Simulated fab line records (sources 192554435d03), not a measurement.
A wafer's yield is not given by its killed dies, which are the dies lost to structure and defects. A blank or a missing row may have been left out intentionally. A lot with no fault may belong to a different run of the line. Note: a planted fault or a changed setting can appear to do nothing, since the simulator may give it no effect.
Split-lot study	flow n5Finfet	on a route of 1938 steps: 7 lots, 39 wafers read

ABOUT THE SPLIT
At N5_FIN_SAQP_PECVD_06 (deposits a-Si from SiH4/He, target thk 60 nm, time 48.1 s), the setting timeS was moved away from the recipe's 48.1 s on 18 of the 39 wafers read, by -15.5% to +53.2%. This setting was run at the recipe's value on the other wafers.

FROM THE SPLIT TO THE READING: what the file shows between them, 5 steps
- N5_FIN_SAQP_THK_MEAS_07
- N5_FIN_SAQP_HM_DEP_72: deposits SiO2 from SiH4/N2O, target thk 12 nm, time 7.2 s
- N5_FIN_SAQP_COAT_49: time 60 s, resist thk 100 nm
- N5_FIN_SAQP_HM_OPEN_73: chemistry CHF3/O2, target SiO2, stops on a-Si, target depth 12 nm, time 16.8 s
- N5_FIN_SAQP_STRIP_74: strips in CHF3/O2

THE READING
oesProductAu, in a.u., at N5_FIN_SAQP_MANDREL_ETCH_22 (etches a-Si in HBr/Cl2, stops on SiNx, target depth 60 nm, bt time 10 s, time 30 s). Typical for fault-free wafers on this fab line: 0.766 a.u., with standard deviation 0.014 a.u.

wafer	tool, chamber at the split	timeS as run, s	against the recipe	oesProductAu, a.u.	against lot-mates on the recipe
L077.1	pecvd-02, 0	48.1	recipe	0.777	-
L077.2	pecvd-02, 2	48.1	recipe	0.730	-
L077.3	pecvd-02, 1	40.64	-15.5%	0.698	-0.063
L077.4	pecvd-02, 1	40.64	-15.5%	0.710	-0.051
L077.5	pecvd-02, 0	48.1	recipe	0.775	-
L077.6	pecvd-02, 2	40.64	-15.5%	0.697	-0.064
L078.1	pecvd-01, 2	67.66	+40.7%	0.938	+0.170
L078.2	pecvd-01, 0	48.1	recipe	0.758	-
L078.3	pecvd-01, 1	48.1	recipe	0.776	-
L078.4	pecvd-01, 1	48.1	recipe	0.771	-
L078.5	pecvd-01, 0	67.66	+40.7%	0.959	+0.191
L078.6	pecvd-01, 2	67.66	+40.7%	0.971	+0.203
L079.2	pecvd-04, 1	48.1	recipe	0.756	-
L079.4	pecvd-04, 1	48.1	recipe	0.762	-
L079.6	pecvd-04, 2	48.1	recipe	0.764	-
L081.1	pecvd-04, 2	64.42	+33.9%	0.943	+0.166
L081.2	pecvd-04, 0	48.1	recipe	0.756	-
L081.3	pecvd-04, 1	64.42	+33.9%	0.922	+0.145
L081.4	pecvd-04, 2	48.1	recipe	0.782	-
L081.5	pecvd-04, 0	48.1	recipe	0.792	-
L081.6	pecvd-04, 1	64.42	+33.9%	0.945	+0.168
L085.1	pecvd-02, 0	48.1	recipe	0.769	-
L085.2	pecvd-02, 1	56.98	+18.5%	0.850	+0.079
L085.3	pecvd-02, 2	56.98	+18.5%	0.839	+0.068
L085.4	pecvd-02, 0	48.1	recipe	0.777	-
L085.5	pecvd-02, 2	56.98	+18.5%	0.846	+0.075
L085.6	pecvd-02, 1	48.1	recipe	0.767	-
L087.1	pecvd-01, 2	73.58	+53.0%	0.979	+0.221
L087.2	pecvd-01, 0	48.1	recipe	0.759	-
L087.3	pecvd-01, 1	48.1	recipe	0.750	-
L087.4	pecvd-01, 0	48.1	recipe	0.764	-
L087.5	pecvd-01, 1	73.58	+53.0%	0.978	+0.220
L087.6	pecvd-01, 2	73.58	+53.0%	0.972	+0.214
L095.1	pecvd-04, 2	73.7	+53.2%	0.991	+0.241
L095.2	pecvd-04, 0	48.1	recipe	0.736	-
L095.3	pecvd-04, 1	48.1	recipe	0.767	-
L095.4	pecvd-04, 2	73.7	+53.2%	1.019	+0.269
L095.5	pecvd-04, 0	73.7	+53.2%	1.009	+0.259
L095.6	pecvd-04, 1	48.1	recipe	0.746	-

THE FIT
A straight line over all 39 wafers: oesProductAu changes by +0.00443 a.u. for each +1% of timeS; r = +0.99; the points scatter about the line by 0.016 a.u.
The same after taking each lot's own level away (the mean of its wafers on the recipe; 39 wafers): +0.00447 a.u. for each +1%; r = +0.99; scatter 0.014 a.u.
The reading moves by 0.24 a.u. for the largest change in timeS, on that fit.
From 0.7497 to 0.7767 a.u.: that is the span of the lots' own levels, equal to 1.9 times the standard deviation above.
So the lot-to-lot level changes the slope little: the two slopes agree.
Check: +0.239 a.u. against its lot-mates is what the line predicts for one of the wafers moved furthest among these (+53.2%) when that wafer is left out of the fit. It came out at +0.241 a.u. against them.

THE WHOLE CHAIN: every reading that the file lists as answering this split, in the file's order
step	what it does	reading	change (the file's fit)	r (the file's)
N5_FIN_SAQP_PECVD_06	deposits a-Si from SiH4/He, target thk 60 nm, time 48.1 s	a-Si_of_FIN_SAQP_PECVD_06.thkNm (the simulator's own value, which no gauge read)	+0.602 nm for each +1% of the setting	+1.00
N5_FIN_SAQP_THK_MEAS_07		thkNm	withheld for each +1% of the setting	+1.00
N5_FIN_SAQP_MANDREL_ETCH_22	etches a-Si in HBr/Cl2, stops on SiNx, target depth 60 nm, bt time 10 s, time 30 s	oesProductAu	+0.0045 a.u. for each +1% of the setting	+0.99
N5_FIN_SAQP_MANDREL_ETCH_22	etches a-Si in HBr/Cl2, stops on SiNx, target depth 60 nm, bt time 10 s, time 30 s	etch.depthNm (the simulator's own value, which no gauge read)	+0.58 nm for each +1% of the setting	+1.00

THE FILE'S OWN FIT
oesProductAu changes by +0.0045 a.u. for each +1% of timeS, r = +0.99.
